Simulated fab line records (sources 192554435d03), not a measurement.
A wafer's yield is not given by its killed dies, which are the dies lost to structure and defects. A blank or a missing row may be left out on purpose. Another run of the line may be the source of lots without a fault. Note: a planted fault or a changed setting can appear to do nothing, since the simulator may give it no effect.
Comparing a struck lot with a sound one :: flow n5Finfet :: 41 steps out of a route of 1938
Sound: the wafers L355.1, L355.5, L355.6. Struck: wafer L363.4. (L363.2, L363.3 of the same lot were not struck and are left out.) The cause comes at the end.
For every step that has rows: the tool of each side, followed by ch and its chambers, followed by its first start. Under that, the readings that differ: sound wafers :: struck wafers :: difference of the means :: sigmas: that difference in standard deviations of wafers without a fault.
alike: readings whose means differ by less than 2 such deviations, and words and numbers that are the same on both sides. not compared: withheld readings, readings that some wafer has no value for, bounds like >300 that may hide the same value, and numbers for which the record gives no deviation and whose values overlap.
The two part at a step that has a row with sigmas, a row that says differs or no value, or rows on one side only. Numbers that have no deviation but don't overlap get no sigmas and don't part them. Lack of a reading on every wafer of one side parts them only where that side has two or more wafers.

first, 9 steps without rows for these wafers: N5_BEOL_M4_ANNEAL_95 (time 240 s); N5_BEOL_M4_SPUTTER_96 (material Cu, target thk 4.5 nm, time 8.29 s); N5_BEOL_M4_ECD_50 (material Cu, target thk 300 nm); N5_BEOL_M4_ANNEAL_51 (time 90 s); N5_BEOL_M4_CMP_52 (polishes, stops on SiOC, t overpolish 6.8 s, target thk 40 nm); N5_BEOL_M4_PRE_CLEAN_60 (time 15 s); N5_BEOL_M4_CO_CAP_55 (material Co, precursor CCTBA/H2, target thk 2 nm, time 102.1 s); N5_BEOL_M4_PRE_CLEAN_56 (time 15 s); N5_BEOL_M4_DEP_57 (deposits SiCN from 3MS/NH3, target thk 8 nm, time 14 s).
N5_BEOL_M4_RC_MEAS_101:
  sound on prober-01 ch 0, day 8 20:00; struck on prober-02 ch 0, day 11 05:46
reading: VT_P (mV)
sound: -245 -244 -240
struck: -251
difference: -8
sigmas: -2
  alike: DIBL_N, DIBL_P, IOFF_N, IOFF_P, ION_N, ION_P, SS_N, SS_P, VT_N
then, 24 steps without rows for these wafers: N5_BEOL_M5_ILD_DEP_00 (deposits SiCOH lowk from DEMS/porogen, target thk 140.64 nm, time 25.9 s); N5_BEOL_M5_CURE_79 (cures SiCOH lowk, time 240 s); N5_BEOL_M5_PECVD_70 (deposits SiO2 from TEOS/O2, target thk 16 nm, time 18 s); N5_BEOL_M5_HM_DEP_02 (deposits TiN, target thk 20 nm); N5_BEOL_M5_COAT_59 (time 60 s, resist thk 60 nm); N5_BEOL_M5_COAT_60 (time 60 s, resist thk 12 nm); N5_BEOL_M5_COAT_71 (time 60 s, resist thk 5 nm); N5_BEOL_M5_COAT_05 (resist thk 30 nm); N5_BEOL_M5_EBR_07; N5_BEOL_M5_SOFTBAKE_06 (time 60 s); N5_BEOL_M5_EXPOSE_08 (exposes mask M5, target cd 28 nm); N5_BEOL_M5_PEB_09 (peb time 60 s); N5_BEOL_M5_DEVELOP_10 (develop time 30 s); N5_BEOL_M5_DESCUM_16 (chemistry O2, time 7 s); N5_BEOL_M5_ETCH_72 (etches underlayer in N2/H2, target depth 6.5 nm, time 5.2 s); N5_BEOL_M5_ETCH_61 (etches SiARC in CF4, target depth 15.6 nm, time 26 s); N5_BEOL_M5_ETCH_62 (etches SOC in N2/H2, target depth 75 nm, overetch 15 nm, time 112.5 s); N5_BEOL_M5_STRIP_63 (strips in N2/H2); N5_BEOL_M5_STRIP_73 (strips in N2/H2); N5_BEOL_M5_STRIP_64 (strips in CF4); N5_BEOL_M5_HM_OPEN_17 (chemistry Cl2/BCl3, target TiN, target depth 20 nm, overetch 6 nm); N5_BEOL_M5_STRIP_19 (strips in O2); N5_BEOL_M5_COAT_65 (time 60 s, resist thk 60 nm); N5_BEOL_M5_COAT_66 (time 60 s, resist thk 12 nm).
N5_BEOL_M9_TRENCH_ETCH_37: etches SiCOH lowk in C4F6/O2, target depth 151.43 nm, time 49 s.
  sound on rieDiel-02 ch 1,2, day 10 15:25; struck on rieDiel-02 ch 3, day 13 00:31
reading: biasW (W)
sound: 185.3 184.5 184.6
struck: 55.0
difference: -129.8
sigmas: -99 or more

reading: oesProductAu (a.u.)
sound: 0.76 0.73 0.77
struck: 0.61
difference: -0.14
sigmas: -2

reading: rfVppV (V)
sound: 657 661 659
struck: 254
difference: -405
sigmas: -51

reading: model.BEOL_M9.featureDepthNm (nm)
sound: 152 150.6 151.2
struck: 108.2
difference: -43.1
sigmas: 

reading: model.etch.depthNm (nm)
sound: 152 150.7 151.1
struck: 108.1
difference: -43.2
sigmas: 

reading: model.TiN_of_BEOL_M9_HM_DEP_02.thkNm (nm)
sound: 15.8 15.6 15.8
struck: 18.4
difference: +2.7
sigmas: 
  alike: drypumpMotorCurrentA, oes_ar_750_au, showerheadPlenumPTorr, throttleValvePct
  not compared: rfHoursCounterH
N5_BEOL_M9_OCD_MEAS_38:
  sound on ocd-02 at day 10 15:35; struck on ocd-01 at day 13 00:41
reading: trenchDepthNm (nm)
sound: 151.8 150.4 151.5
struck: 108.5
difference: -42.7
sigmas: -25
N5_BEOL_M9_CMP_52: polishes, stops on SiCOH lowk, t overpolish 7 s, target thk 140 nm.
  sound on cmp-02 ch 1,2, day 10 18:07; struck on cmp-02 ch 3, day 13 03:00
reading: model.Cu_of_BEOL_M9_ECD_50.thkNm (nm)
sound: 139.4 140 139.2
struck: 97.8
difference: -41.7
sigmas: 
  alike: motorCurrentA
  not compared: padLifeWafers
N5_BEOL_M9_THK_MEAS_53: measures by xrf.
  sound on filmMetro-01 at day 10 18:22; struck on filmMetro-02 at day 13 03:18
reading: M9_THK (nm)
sound: 140.3 141.2 139.8
struck: 98.0
difference: -42.4
sigmas: -21
N5_BEOL_M9_RS_MEAS_57: the measuring method here is four-point-probe.
  sound on filmMetro-01 at day 10 18:30; struck on filmMetro-02 at day 13 03:26
reading: M9_RS (ohm/sq)
sound: 0.1515 0.1508 0.1519
struck: 0.2250
difference: +0.0736
sigmas: +31
N5_BEOL_M15_RC_MEAS_101:
  sound on prober-02 ch 0, day 12 15:01; struck on prober-02 ch 0, day 14 16:24
reading: SERP_M9 (ohm/um)
sound: 3.01 3.03 3.06
struck: 4.51
difference: +1.48
sigmas: +26

reading: SERP_M9_max_site (ohm/um)
sound: 3.10 3.10 3.10
struck: 4.62
difference: +1.52
sigmas: +22
  alike: COMB_M10, COMB_M11, COMB_M12, COMB_M13, COMB_M14, COMB_M15, COMB_M5, COMB_M6, COMB_M7, COMB_M8, COMB_M8_max_site, SERP_M10, SERP_M10_max_site, SERP_M11, SERP_M12, SERP_M12_max_site, SERP_M13, SERP_M14, SERP_M5, SERP_M6, SERP_M7, SERP_M8
N5_PASSIVATION_PROBE_49:
  sound on prober-01 at day 13 10:06; struck on prober-02 at day 15 04:04
reading: sort_bin_8_speed (%)
sound: 0 0 0
struck: 0.34
difference: +0.34
sigmas: +49
  alike: defectLimitedYield, killed_at_M0_to_M3, killed_at_M4_up, killedAtContacts, killedAtFrontEnd, killedAtOther, killedDies, killedOpen, killedShort, sort_bin_5_function, sort_bin_6_memory, sortNPass

== WHERE THEY PART ==
Earliest at N5_BEOL_M4_RC_MEAS_101; latest, in this record, at N5_PASSIVATION_PROBE_49.

WHY: what had been put in by the simulator
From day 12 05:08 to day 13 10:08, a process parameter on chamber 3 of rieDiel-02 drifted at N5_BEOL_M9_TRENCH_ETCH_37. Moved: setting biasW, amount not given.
